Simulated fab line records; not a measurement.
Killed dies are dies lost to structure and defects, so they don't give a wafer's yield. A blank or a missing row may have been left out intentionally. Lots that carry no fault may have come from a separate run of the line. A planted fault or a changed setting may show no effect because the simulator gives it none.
fab line records	flow n5-finfet
record lots=24	wafers=72	last-day=17
route steps=1938 shown BEOL_M3@1003 BEOL_M4@1023
lots untouched by any fault: they come from a run of this same line in which no faults occurred
start-h: hours from the record's first day to the start of the lot's first wafer shown	wait-h: hours elapsed since this lot's preceding step	" unchanged from the row above	L1.1+2: several wafers, shown together as one row	- either no value or no given start	* or withheld: withheld	< > ~ a bound
route shown NAME@n: a module of which the file shows steps, and the number in the route of the first	usual: average and standard deviation across the fault-free wafers	same: alike in all rows	chamber/n: place in a boat	sites: per-site readings	_std_site: how widely they spread, as a standard deviation	_edge_site: inner sites' mean taken away from outer sites' mean	radius-mm: how far each site lies from the wafer's centre	mask NAME#n: copy n	behind: the tool/chamber that last shaped the wafer	hold: why the lot was held/for how many hours/how that ended	device: transistor that didn't switch, given as n, p or np	end of line: the route-end tests of the same wafers	for a step that has no rows: nothing shown but its recipe	killed: dies that structure and defects cost at the first sort, which is not the same as the wafer's yield	map: a wafer's dies, x killed, . not, _ none there
set.NAME: the setting as run; set.NAME@STEP: as run at that earlier step	model.NAME: the simulator's own value behind a step, which no gauge read
the route's steps for a sample of lots (tables are steps, rows are wafers)
services: a tool's chamber out of use, with start hour (start-h, from the record's first day; less than 0 if before it), hours out, and reason
## steps
# step N5_BEOL_M3_ANNEAL_89
# recipe temp-c=400	time-s=240	ambient=vacuum
# usual heater-power-w=823/77
lot.wafer	tool	chamber	start-h	wait-h	heater-power-w
L074.1	pvd-sputter-01	-	152.15	0.0	867
L074.3	"	-	"	"	866
L074.6	"	-	"	"	852
L075.1	pvd-sputter-01	-	169.13	0.0	863
L075.4	"	-	"	"	882
L075.5	"	-	"	"	885
L077.2	pvd-sputter-01	-	177.75	0.0	868
L077.3	"	-	"	"	854
L077.6	"	-	"	"	862
L076.4	pvd-sputter-02	-	178.23	0.0	640
L076.5	"	-	"	"	718
L076.6	"	-	"	"	882
L078.1	pvd-sputter-01	-	180.15	0.0	875
L078.5	"	-	"	"	863
L078.6	"	-	"	"	875
L079.1	pvd-sputter-02	-	180.62	0.0	642
L079.4	"	-	"	"	876
L079.5	"	-	"	"	719
L081.2	pvd-sputter-01	-	184.03	0.0	880
L081.3	"	-	"	"	868
L081.6	"	-	"	"	882
L080.3	pvd-sputter-01	-	190.35	0.0	897
L080.4	"	-	"	"	854
L080.5	"	-	"	"	867
L082.3	pvd-sputter-01	-	203.46	0.0	861
L082.5	"	-	"	"	845
L082.6	"	-	"	"	851
L083.2	pvd-sputter-02	-	208.09	0.0	650
L083.3	"	-	"	"	888
L083.5	"	-	"	"	831
L084.2	pvd-sputter-03	-	218.70	0.0	789
L084.3	"	-	"	"	806
L084.5	"	-	"	"	693
L085.1	pvd-sputter-01	-	222.17	0.0	843
L085.4	"	-	"	"	852
L085.5	"	-	"	"	872
L086.2	pvd-sputter-03	-	224.40	0.0	922
L086.3	"	-	"	"	835
L086.6	"	-	"	"	813
L088.4	pvd-sputter-01	-	232.70	0.0	867
L088.5	"	-	"	"	892
L088.6	"	-	"	"	852
L087.1	pvd-sputter-03	-	241.69	0.0	806
L087.5	"	-	"	"	812
L087.6	"	-	"	"	693
L089.1	pvd-sputter-02	-	250.81	0.0	721
L089.3	"	-	"	"	623
L089.5	"	-	"	"	834
L090.4	pvd-sputter-01	-	257.12	0.0	902
L090.5	"	-	"	"	869
L090.6	"	-	"	"	868
L091.2	pvd-sputter-03	-	258.65	0.0	813
L091.4	"	-	"	"	921
L091.6	"	-	"	"	809
L092.1	pvd-sputter-02	-	264.49	0.0	865
L092.2	"	-	"	"	645
L092.3	"	-	"	"	851
L093.2	pvd-sputter-01	-	264.93	0.0	889
L093.4	"	-	"	"	872
L093.5	"	-	"	"	892
L094.1	pvd-sputter-03	-	274.30	0.0	822
L094.4	"	-	"	"	915
L094.5	"	-	"	"	706
L095.2	pvd-sputter-02	-	279.50	0.0	638
L095.5	"	-	"	"	847
L095.6	"	-	"	"	643
L096.2	pvd-sputter-03	-	290.29	0.0	810
L096.4	"	-	"	"	889
L096.5	"	-	"	"	917
L097.3	pvd-sputter-02	-	291.97	0.0	723
L097.4	"	-	"	"	643
L097.5	"	-	"	"	871
# step N5_BEOL_M3_SPUTTER_90
# recipe material=Cu	target-thk-a=45	temp-c=-20	chamber-pressure-pa=0.07	power-w=withheld	time-s=8.29
# usual substrate-temp-c=-20.00/0.1	throttle-valve-pct=29.8/1.1
lot.wafer	tool	chamber	start-h	wait-h	substrate-temp-c	throttle-valve-pct
L074.1	pvd-sputter-01	-	152.29	0.1	-20.08	30.0
L074.3	"	-	"	"	-20.03	31.6
L074.6	"	-	"	"	-20.08	30.2
L075.1	pvd-sputter-01	-	169.27	0.1	-19.96	31.7
L075.4	"	-	"	"	-19.94	30.4
L075.5	"	-	"	"	-19.99	28.1
L077.2	pvd-sputter-01	-	177.89	0.1	-20.07	31.6
L077.3	"	-	"	"	-20.06	30.5
L077.6	"	-	"	"	-20.00	31.8
L076.4	pvd-sputter-02	-	178.37	0.1	-20.09	30.1
L076.5	"	-	"	"	-19.89	30.7
L076.6	"	-	"	"	-19.83	30.1
L078.1	pvd-sputter-01	-	180.29	0.1	-20.00	28.3
L078.5	"	-	"	"	-20.20	30.2
L078.6	"	-	"	"	-19.91	28.3
L079.1	pvd-sputter-02	-	180.76	0.1	-20.06	30.3
L079.4	"	-	"	"	-19.99	30.1
L079.5	"	-	"	"	-20.07	30.5
L081.2	pvd-sputter-01	-	184.17	0.1	-19.90	30.6
L081.3	"	-	"	"	-20.05	31.7
L081.6	"	-	"	"	-19.81	30.6
L080.3	pvd-sputter-01	-	190.49	0.1	-19.89	28.3
L080.4	"	-	"	"	-20.10	30.3
L080.5	"	-	"	"	-19.86	30.4
L082.3	pvd-sputter-01	-	203.60	0.1	-19.89	30.2
L082.5	"	-	"	"	-20.09	30.8
L082.6	"	-	"	"	-20.05	30.2
L083.2	pvd-sputter-02	-	208.23	0.1	-20.08	30.1
L083.3	"	-	"	"	-20.15	29.9
L083.5	"	-	"	"	-20.03	29.4
L084.2	pvd-sputter-03	-	218.84	0.1	-19.96	29.4
L084.3	"	-	"	"	-19.88	30.3
L084.5	"	-	"	"	-20.22	27.7
L085.1	pvd-sputter-01	-	222.31	0.1	-20.01	30.3
L085.4	"	-	"	"	-20.05	31.9
L085.5	"	-	"	"	-19.92	31.9
L086.2	pvd-sputter-03	-	224.54	0.1	-19.92	28.9
L086.3	"	-	"	"	-19.90	30.1
L086.6	"	-	"	"	-19.92	30.1
L088.4	pvd-sputter-01	-	232.84	0.1	-19.86	30.3
L088.5	"	-	"	"	-20.03	28.1
L088.6	"	-	"	"	-19.95	30.1
L087.1	pvd-sputter-03	-	241.83	0.1	-20.02	30.1
L087.5	"	-	"	"	-20.08	29.4
L087.6	"	-	"	"	-19.98	27.5
L089.1	pvd-sputter-02	-	250.95	0.1	-20.02	30.6
L089.3	"	-	"	"	-20.08	30.0
L089.5	"	-	"	"	-19.81	29.1
L090.4	pvd-sputter-01	-	257.26	0.1	-20.04	30.5
L090.5	"	-	"	"	-20.04	31.8
L090.6	"	-	"	"	-19.97	28.5
L091.2	pvd-sputter-03	-	258.79	0.1	-20.01	30.2
L091.4	"	-	"	"	-19.99	29.0
L091.6	"	-	"	"	-19.96	30.2
L092.1	pvd-sputter-02	-	264.63	0.1	-20.09	30.0
L092.2	"	-	"	"	-19.92	30.3
L092.3	"	-	"	"	-19.92	29.1
L093.2	pvd-sputter-01	-	265.07	0.1	-20.15	28.1
L093.4	"	-	"	"	-19.99	30.6
L093.5	"	-	"	"	-19.85	28.4
L094.1	pvd-sputter-03	-	274.44	0.1	-20.04	29.9
L094.4	"	-	"	"	-19.97	29.0
L094.5	"	-	"	"	-19.91	27.7
L095.2	pvd-sputter-02	-	279.64	0.1	-19.92	30.0
L095.5	"	-	"	"	-20.05	29.1
L095.6	"	-	"	"	-20.24	30.3
L096.2	pvd-sputter-03	-	290.43	0.1	-19.94	29.3
L096.4	"	-	"	"	-20.03	29.1
L096.5	"	-	"	"	-20.17	29.2
L097.3	pvd-sputter-02	-	292.11	0.1	-19.87	30.2
L097.4	"	-	"	"	-19.96	30.3
L097.5	"	-	"	"	-19.99	29.0
# step N5_BEOL_M3_SPUTTER_96
# recipe material=Cu	target-thk-a=45	temp-c=-20	chamber-pressure-pa=0.07	power-w=withheld	time-s=8.29
# usual substrate-temp-c=-19.99/0.11	throttle-valve-pct=29.8/1.1
lot.wafer	tool	chamber	start-h	wait-h	substrate-temp-c	throttle-valve-pct
L074.1	pvd-sputter-01	-	152.95	0.1	-19.98	30.2
L074.3	"	-	"	"	-19.92	31.9
L074.6	"	-	"	"	-20.03	30.0
L075.1	pvd-sputter-01	-	169.93	0.1	-19.84	31.6
L075.4	"	-	"	"	-19.97	30.6
L075.5	"	-	"	"	-20.02	27.9
L077.2	pvd-sputter-01	-	178.55	0.1	-20.07	31.8
L077.3	"	-	"	"	-19.93	30.1
L077.6	"	-	"	"	-19.93	31.6
L076.4	pvd-sputter-02	-	179.03	0.1	-20.18	30.3
L076.5	"	-	"	"	-19.97	30.6
L076.6	"	-	"	"	-20.03	30.1
L078.1	pvd-sputter-01	-	180.95	0.1	-20.24	28.4
L078.5	"	-	"	"	-19.91	30.4
L078.6	"	-	"	"	-20.17	28.0
L079.1	pvd-sputter-02	-	181.42	0.1	-19.91	30.1
L079.4	"	-	"	"	-19.88	29.9
L079.5	"	-	"	"	-20.01	30.6
L081.2	pvd-sputter-01	-	184.83	0.1	-19.68	30.8
L081.3	"	-	"	"	-19.93	32.1
L081.6	"	-	"	"	-19.88	30.5
L080.3	pvd-sputter-01	-	191.15	0.1	-19.96	28.2
L080.4	"	-	"	"	-20.09	30.3
L080.5	"	-	"	"	-20.04	30.4
L082.3	pvd-sputter-01	-	204.26	0.1	-20.03	29.9
L082.5	"	-	"	"	-20.06	30.4
L082.6	"	-	"	"	-19.94	30.4
L083.2	pvd-sputter-02	-	208.89	0.1	-20.04	30.0
L083.3	"	-	"	"	-19.95	30.0
L083.5	"	-	"	"	-19.96	29.4
L084.2	pvd-sputter-03	-	219.50	0.1	-20.00	29.7
L084.3	"	-	"	"	-20.04	29.9
L084.5	"	-	"	"	-19.86	27.7
L085.1	pvd-sputter-01	-	222.97	0.1	-20.03	30.3
L085.4	"	-	"	"	-20.05	31.5
L085.5	"	-	"	"	-19.79	31.6
L086.2	pvd-sputter-03	-	225.20	0.1	-20.23	29.4
L086.3	"	-	"	"	-20.05	30.1
L086.6	"	-	"	"	-19.94	30.1
L088.4	pvd-sputter-01	-	233.50	0.1	-20.05	30.4
L088.5	"	-	"	"	-19.95	28.2
L088.6	"	-	"	"	-19.89	30.4
L087.1	pvd-sputter-03	-	242.49	0.1	-20.04	30.3
L087.5	"	-	"	"	-19.95	29.4
L087.6	"	-	"	"	-19.97	27.8
L089.1	pvd-sputter-02	-	251.61	0.1	-19.89	30.7
L089.3	"	-	"	"	-20.05	30.2
L089.5	"	-	"	"	-20.01	29.6
L090.4	pvd-sputter-01	-	257.92	0.1	-19.95	30.5
L090.5	"	-	"	"	-20.09	31.7
L090.6	"	-	"	"	-20.00	28.1
L091.2	pvd-sputter-03	-	259.45	0.1	-20.04	30.0
L091.4	"	-	"	"	-19.94	29.2
L091.6	"	-	"	"	-19.91	30.0
L092.1	pvd-sputter-02	-	265.29	0.1	-19.99	30.0
L092.2	"	-	"	"	-20.00	30.1
L092.3	"	-	"	"	-20.09	29.1
L093.2	pvd-sputter-01	-	265.73	0.1	-19.96	28.3
L093.4	"	-	"	"	-19.82	30.7
L093.5	"	-	"	"	-19.93	28.0
L094.1	pvd-sputter-03	-	275.10	0.1	-19.86	29.9
L094.4	"	-	"	"	-20.02	29.0
L094.5	"	-	"	"	-19.87	27.4
L095.2	pvd-sputter-02	-	280.30	0.1	-19.97	30.2
L095.5	"	-	"	"	-20.10	28.9
L095.6	"	-	"	"	-19.91	30.1
L096.2	pvd-sputter-03	-	291.09	0.1	-19.95	29.4
L096.4	"	-	"	"	-20.11	29.0
L096.5	"	-	"	"	-20.15	29.0
L097.3	pvd-sputter-02	-	292.77	0.1	-20.03	30.6
L097.4	"	-	"	"	-20.03	30.3
L097.5	"	-	"	"	-19.99	29.3
# step N5_BEOL_M3_DEP_57
# recipe material=SiCN	target-thk-a=80	temp-c=withheld	precursor=3MS/NH3	pressure-torr=3	rf-w=202	time-s=14
# usual chamber-pressure-Torr=3.001/0.0061	rf-fwd-power-W=199.3/0.8	showerhead-plenum-p-Torr=3.665/0.017	throttle-valve-pct=9.1/0.76
lot.wafer	tool	chamber	start-h	wait-h	chamber-pressure-Torr	rf-fwd-power-W	showerhead-plenum-p-Torr	throttle-valve-pct
L074.1	pecvd-03	2	154.28	0.0	3.000	199.2	3.651	8.6
L074.3	"	1	"	"	3.013	200.8	3.637	8.6
L074.6	"	2	"	"	2.999	199.5	3.653	7.9
L075.1	pecvd-04	1	171.17	0.0	3.004	200.1	3.676	9.0
L075.4	"	0	"	"	3.004	198.2	3.647	8.6
L075.5	"	2	"	"	2.998	198.3	3.666	9.0
L077.2	pecvd-04	1	179.54	0.0	3.004	201.8	3.676	9.0
L077.3	"	0	"	"	2.992	198.7	3.661	8.6
L077.6	"	1	"	"	2.997	199.8	3.665	9.0
L076.4	pecvd-02	2	180.29	0.0	3.011	199.5	3.647	8.5
L076.5	"	0	"	"	3.010	199.2	3.661	8.5
L076.6	"	1	"	"	2.996	200.2	3.684	10.2
L078.1	pecvd-02	2	181.93	0.0	2.999	198.5	3.641	8.5
L078.5	"	2	"	"	2.991	198.3	3.643	8.4
L078.6	"	0	"	"	3.003	200.0	3.675	8.3
L079.1	pecvd-04	1	182.99	0.0	2.989	199.5	3.668	8.9
L079.4	"	2	"	"	2.996	198.5	3.661	8.9
L079.5	"	0	"	"	3.004	199.0	3.654	8.7
L081.2	pecvd-02	0	185.88	0.0	2.997	199.7	3.664	8.8
L081.3	"	2	"	"	2.999	199.6	3.644	8.6
L081.6	"	2	"	"	2.999	199.8	3.650	8.4
L080.3	pecvd-03	2	192.16	0.0	2.989	199.1	3.655	8.5
L080.4	"	0	"	"	3.003	198.8	3.685	10.2
L080.5	"	2	"	"	2.993	199.1	3.650	8.2
L082.3	pecvd-04	1	205.24	0.0	2.999	201.4	3.676	8.9
L082.5	"	2	"	"	2.995	198.5	3.667	9.1
L082.6	"	1	"	"	3.007	200.6	3.666	9.0
L083.2	pecvd-04	0	209.87	0.0	3.006	199.0	3.650	8.6
L083.3	"	1	"	"	2.998	200.5	3.671	9.1
L083.5	"	1	"	"	2.994	200.8	3.676	9.1
L084.2	pecvd-02	1	220.54	0.0	2.995	199.0	3.699	10.2
L084.3	"	0	"	"	3.006	198.9	3.660	8.4
L084.5	"	0	"	"	3.012	199.4	3.667	8.7
L085.1	pecvd-02	2	224.01	0.0	2.997	199.7	3.650	8.3
L085.4	"	2	"	"	3.003	199.6	3.650	8.4
L085.5	"	1	"	"	3.009	199.4	3.696	10.4
L086.2	pecvd-04	2	226.26	0.0	3.000	199.1	3.678	9.1
L086.3	"	0	"	"	2.993	199.4	3.642	8.3
L086.6	"	2	"	"	2.997	199.0	3.674	8.8
L088.4	pecvd-03	0	234.74	0.0	3.011	199.7	3.688	10.1
L088.5	"	1	"	"	2.994	200.4	3.629	8.4
L088.6	"	2	"	"	3.005	198.7	3.648	8.4
L087.1	pecvd-03	2	243.74	0.0	3.002	199.8	3.657	8.2
L087.5	"	0	"	"	3.007	200.8	3.675	10.2
L087.6	"	1	"	"	3.007	199.9	3.640	8.0
L089.1	pecvd-03	2	252.60	0.0	2.993	200.8	3.656	8.4
L089.3	"	2	"	"	2.997	200.2	3.646	8.7
L089.5	"	2	"	"	3.003	199.7	3.646	8.3
L090.4	pecvd-03	0	261.02	0.0	3.013	198.6	3.684	10.4
L090.5	"	0	"	"	3.012	199.3	3.677	10.4
L090.6	"	2	"	"	2.997	199.3	3.651	8.3
L091.2	pecvd-03	0	261.74	0.0	2.995	199.3	3.685	10.3
L091.4	"	2	"	"	2.997	200.0	3.653	8.6
L091.6	"	0	"	"	2.993	199.7	3.675	10.3
L092.1	pecvd-02	2	266.27	0.0	2.993	200.1	3.648	8.6
L092.2	"	1	"	"	2.989	199.4	3.696	10.3
L092.3	"	0	"	"	2.998	197.3	3.661	8.6
L093.2	pecvd-02	0	266.72	0.0	3.007	198.8	3.665	8.7
L093.4	"	2	"	"	3.003	199.4	3.649	8.5
L093.5	"	0	"	"	3.010	197.6	3.673	8.5
L094.1	pecvd-04	0	276.09	0.0	3.008	199.2	3.659	8.6
L094.4	"	2	"	"	3.002	199.4	3.669	8.9
L094.5	"	0	"	"	2.995	198.9	3.643	8.4
L095.2	pecvd-03	2	281.28	0.0	3.001	198.0	3.652	8.6
L095.5	"	0	"	"	3.003	199.2	3.683	10.2
L095.6	"	1	"	"	3.006	200.1	3.645	8.2
L096.2	pecvd-02	0	292.07	0.0	2.994	198.5	3.674	8.3
L096.4	"	2	"	"	3.003	200.3	3.649	8.4
L096.5	"	1	"	"	2.991	199.2	3.701	10.2
L097.3	pecvd-04	2	293.99	0.0	3.004	199.3	3.669	9.2
L097.4	"	1	"	"	3.012	199.8	3.672	9.0
L097.5	"	0	"	"	3.002	198.5	3.653	8.6
# step N5_BEOL_M3_RS_MEAS_58
# recipe thk-meas-gauge=four-point-probe	reads=Co_of_BEOL_M3_CO_CAP_55+Cu_of_BEOL_M3_ECD_50+Co_of_BEOL_M3_CVD_47+TaN_of_BEOL_M3_ALD_84
# usual M3_RS=0.652/0.03
lot.wafer	tool	chamber	start-h	wait-h	M3_RS[ohm/sq]
L074.1	film-metro-02	-	154.36	0.1	0.698
L074.3	"	-	"	"	0.633
L074.6	"	-	"	"	0.665
L075.1	film-metro-01	-	171.24	0.0	0.666
L075.4	"	-	"	"	0.628
L075.5	"	-	"	"	0.633
L077.2	film-metro-01	-	179.61	0.1	0.679
L077.3	"	-	"	"	0.676
L077.6	"	-	"	"	0.661
L076.4	film-metro-01	-	180.35	0.0	0.632
L076.5	"	-	"	"	0.625
L076.6	"	-	"	"	0.639
L078.1	film-metro-02	-	182.00	0.0	0.644
L078.5	"	-	"	"	0.654
L078.6	"	-	"	"	0.625
L079.1	film-metro-01	-	183.05	0.0	0.680
L079.4	"	-	"	"	0.648
L079.5	"	-	"	"	0.657
L081.2	film-metro-02	-	185.95	0.1	0.680
L081.3	"	-	"	"	0.682
L081.6	"	-	"	"	0.636
L080.3	film-metro-02	-	192.23	0.1	0.666
L080.4	"	-	"	"	0.638
L080.5	"	-	"	"	0.654
L082.3	film-metro-02	-	205.31	0.1	0.695
L082.5	"	-	"	"	0.689
L082.6	"	-	"	"	0.668
L083.2	film-metro-01	-	209.94	0.1	0.643
L083.3	"	-	"	"	0.703
L083.5	"	-	"	"	0.650
L084.2	film-metro-01	-	220.61	0.1	0.668
L084.3	"	-	"	"	0.687
L084.5	"	-	"	"	0.642
L085.1	film-metro-02	-	224.08	0.0	0.650
L085.4	"	-	"	"	0.651
L085.5	"	-	"	"	0.676
L086.2	film-metro-02	-	226.32	0.1	0.686
L086.3	"	-	"	"	0.680
L086.6	"	-	"	"	0.662
L088.4	film-metro-02	-	234.79	0.0	0.665
L088.5	"	-	"	"	0.676
L088.6	"	-	"	"	0.633
L087.1	film-metro-02	-	243.81	0.0	0.713
L087.5	"	-	"	"	0.625
L087.6	"	-	"	"	0.642
L089.1	film-metro-02	-	252.69	0.1	0.662
L089.3	"	-	"	"	0.658
L089.5	"	-	"	"	0.624
L090.4	film-metro-01	-	261.09	0.1	0.631
L090.5	"	-	"	"	0.641
L090.6	"	-	"	"	0.650
L091.2	film-metro-02	-	261.82	0.1	0.688
L091.4	"	-	"	"	0.630
L091.6	"	-	"	"	0.649
L092.1	film-metro-02	-	266.34	0.0	0.609
L092.2	"	-	"	"	0.638
L092.3	"	-	"	"	0.599
L093.2	film-metro-02	-	266.78	0.1	0.623
L093.4	"	-	"	"	0.638
L093.5	"	-	"	"	0.625
L094.1	film-metro-02	-	276.16	0.0	0.666
L094.4	"	-	"	"	0.583
L094.5	"	-	"	"	0.633
L095.2	film-metro-01	-	281.34	0.1	0.700
L095.5	"	-	"	"	0.664
L095.6	"	-	"	"	0.612
L096.2	film-metro-02	-	292.14	0.1	0.631
L096.4	"	-	"	"	0.627
L096.5	"	-	"	"	0.594
L097.3	film-metro-02	-	294.07	0.1	0.652
L097.4	"	-	"	"	0.647
L097.5	"	-	"	"	0.606
# step N5_BEOL_M4_PECVD_72
# recipe material=SiO2	target-thk-a=160	temp-c=400	precursor=TEOS/O2	pressure-torr=5.5	rf-w=450	teos-flow-sccm=53.8	gas=O2	flow-sccm=3000	time-s=18
# usual chamber-pressure-Torr=5.500/0.011	heater-power-outer-w=379/55	heater-power-w=655/83	rf-fwd-power-W=444.5/1.6	showerhead-plenum-p-Torr=8.79/0.079	throttle-valve-pct=22.3/1.6
lot.wafer	tool	chamber	start-h	wait-h	chamber-pressure-Torr	heater-power-outer-w	heater-power-w	rf-fwd-power-W	showerhead-plenum-p-Torr	throttle-valve-pct
L074.1	pecvd-01	1	154.52	0.0	5.494	493	844	446.8	8.83	24.6
L074.3	"	0	"	"	5.486	357	730	445.1	8.92	21.8
L074.6	"	2	"	"	5.503	487	774	444.6	8.68	25.0
L075.1	pecvd-04	0	171.41	0.0	5.516	360	651	444.2	8.74	21.1
L075.4	"	0	"	"	5.528	355	649	441.0	8.76	21.3
L075.5	"	2	"	"	5.484	368	587	443.1	8.83	22.5
L077.2	pecvd-03	1	179.77	0.0	5.490	453	722	447.6	8.62	20.3
L077.3	"	0	"	"	5.500	265	492	444.9	8.87	25.7
L077.6	"	1	"	"	5.498	469	718	446.0	8.66	20.3
L076.4	pecvd-03	0	180.53	0.1	5.488	329	595	445.6	8.86	25.3
L076.5	"	2	"	"	5.510	387	662	443.8	8.73	20.8
L076.6	"	1	"	"	5.517	417	686	449.2	8.67	20.2
L078.1	pecvd-04	2	182.17	0.0	5.489	368	623	444.0	8.81	22.2
L078.5	"	1	"	"	5.491	417	702	446.4	8.82	22.3
L078.6	"	0	"	"	5.512	392	714	443.9	8.74	21.0
L079.1	pecvd-04	1	183.22	0.0	5.510	408	674	445.5	8.80	22.1
L079.4	"	1	"	"	5.510	403	671	446.9	8.81	22.3
L079.5	"	0	"	"	5.491	295	585	443.6	8.74	20.8
L081.2	pecvd-01	1	186.11	0.0	5.504	396	691	444.1	8.83	24.5
L081.3	"	2	"	"	5.490	484	775	441.4	8.66	25.2
L081.6	"	2	"	"	5.498	478	765	443.0	8.65	25.1
L080.3	pecvd-03	0	192.42	0.1	5.505	318	557	444.2	8.88	25.4
L080.4	"	2	"	"	5.488	405	650	448.3	8.70	20.6
L080.5	"	2	"	"	5.510	386	648	444.5	8.70	20.8
L082.3	pecvd-04	1	205.48	0.0	5.504	443	738	444.3	8.83	22.6
L082.5	"	0	"	"	5.494	366	635	442.1	8.73	21.3
L082.6	"	1	"	"	5.506	441	732	445.5	8.82	22.4
L083.2	pecvd-04	1	210.12	0.0	5.509	406	701	447.3	8.81	22.5
L083.3	"	2	"	"	5.511	353	586	444.4	8.80	22.2
L083.5	"	1	"	"	5.515	408	698	446.0	8.81	22.3
L084.2	pecvd-01	1	220.79	0.0	5.501	497	829	443.8	8.83	24.1
L084.3	"	1	"	"	5.488	492	828	442.8	8.85	24.4
L084.5	"	1	"	"	5.501	481	825	443.4	8.84	24.5
L085.1	pecvd-03	1	224.26	0.0	5.486	444	719	444.9	8.65	20.1
L085.4	"	0	"	"	5.492	308	534	444.1	8.89	25.3
L085.5	"	1	"	"	5.489	440	681	444.9	8.66	20.3
L086.2	pecvd-04	1	226.49	0.0	5.492	359	628	447.2	8.83	22.4
L086.3	"	2	"	"	5.515	335	571	442.4	8.83	22.6
L086.6	"	2	"	"	5.513	344	553	442.9	8.80	22.2
L088.4	pecvd-04	1	234.97	0.1	5.505	390	677	445.0	8.84	22.2
L088.5	"	2	"	"	5.497	327	539	443.8	8.80	22.1
L088.6	"	1	"	"	5.506	370	646	446.3	8.81	22.4
L087.1	pecvd-01	1	243.99	0.0	5.502	474	813	441.9	8.85	24.3
L087.5	"	2	"	"	5.494	432	714	443.0	8.67	20.2
L087.6	"	0	"	"	5.510	314	662	444.9	8.91	21.7
L089.1	pecvd-01	2	252.86	0.0	5.477	438	708	443.7	8.67	20.2
L089.3	"	1	"	"	5.488	393	689	444.4	8.82	24.4
L089.5	"	2	"	"	5.502	440	718	444.2	8.70	20.4
L090.4	pecvd-03	0	261.27	0.1	5.525	266	485	442.6	8.88	25.5
L090.5	"	2	"	"	5.504	348	585	446.1	8.67	20.5
L090.6	"	0	"	"	5.524	264	483	442.2	8.89	25.7
L091.2	pecvd-04	0	262.01	0.0	5.494	376	663	444.8	8.74	21.0
L091.4	"	1	"	"	5.501	426	737	446.3	8.83	22.3
L091.6	"	0	"	"	5.509	376	669	444.4	8.75	21.0
L092.1	pecvd-04	0	266.50	0.0	5.500	324	606	445.0	8.74	21.2
L092.2	"	2	"	"	5.500	372	601	443.2	8.81	22.3
L092.3	"	1	"	"	5.484	436	752	445.2	8.80	22.2
L093.2	pecvd-04	2	266.95	0.0	5.493	309	518	445.2	8.82	22.3
L093.4	"	2	"	"	5.498	325	528	445.3	8.80	22.5
L093.5	"	1	"	"	5.516	451	751	446.8	8.82	22.2
L094.1	pecvd-01	0	276.33	0.0	5.514	312	665	444.2	8.93	21.7
L094.4	"	1	"	"	5.519	432	756	446.2	8.82	24.1
L094.5	"	0	"	"	5.504	309	647	444.7	8.91	22.0
L095.2	pecvd-03	1	281.51	0.0	5.506	394	653	449.6	8.64	20.3
L095.5	"	2	"	"	5.497	332	577	445.4	8.71	20.9
L095.6	"	1	"	"	5.490	396	639	448.9	8.66	20.4
L096.2	pecvd-04	0	292.30	0.0	5.508	348	652	443.2	8.71	21.0
L096.4	"	2	"	"	5.495	340	574	444.2	8.78	22.2
L096.5	"	1	"	"	5.502	354	649	444.8	8.83	22.5
L097.3	pecvd-04	0	294.24	0.0	5.504	304	595	444.1	8.73	21.1
L097.4	"	1	"	"	5.497	408	710	443.0	8.83	22.6
L097.5	"	0	"	"	5.498	298	585	443.0	8.73	21.2
## services
tool	chamber	start-h	hours	kind
pecvd-04	0	142.65	15.8	repair
pecvd-02	-	156.71	0.9	repair
pvd-sputter-01	-	166.67	1.7	repair
pecvd-03	-	174.60	0.8	pm
pecvd-03	-	182.50	5.7	repair
pecvd-04	1	186.97	5.1	repair
pecvd-01	0	193.17	7.0	repair
pecvd-01	2	202.38	-	clean
pecvd-01	2	202.38	-	consumable-replace:showerhead
pecvd-01	2	202.38	29.0	scheduled-down
pecvd-01	2	202.38	29.0	vent-cycle
pecvd-03	2	209.27	11.5	repair
pecvd-03	1	212.26	4.4	repair
pecvd-04	0	213.15	5.5	scheduled-down
pecvd-04	-	216.52	1.1	repair
pecvd-04	0	230.12	17.9	repair
pecvd-03	1	244.59	14.5	repair
pecvd-01	-	270.76	0.9	repair
pvd-sputter-03	-	277.53	2.1	repair
pecvd-02	1	292.93	5.5	scheduled-down
## key
fault none
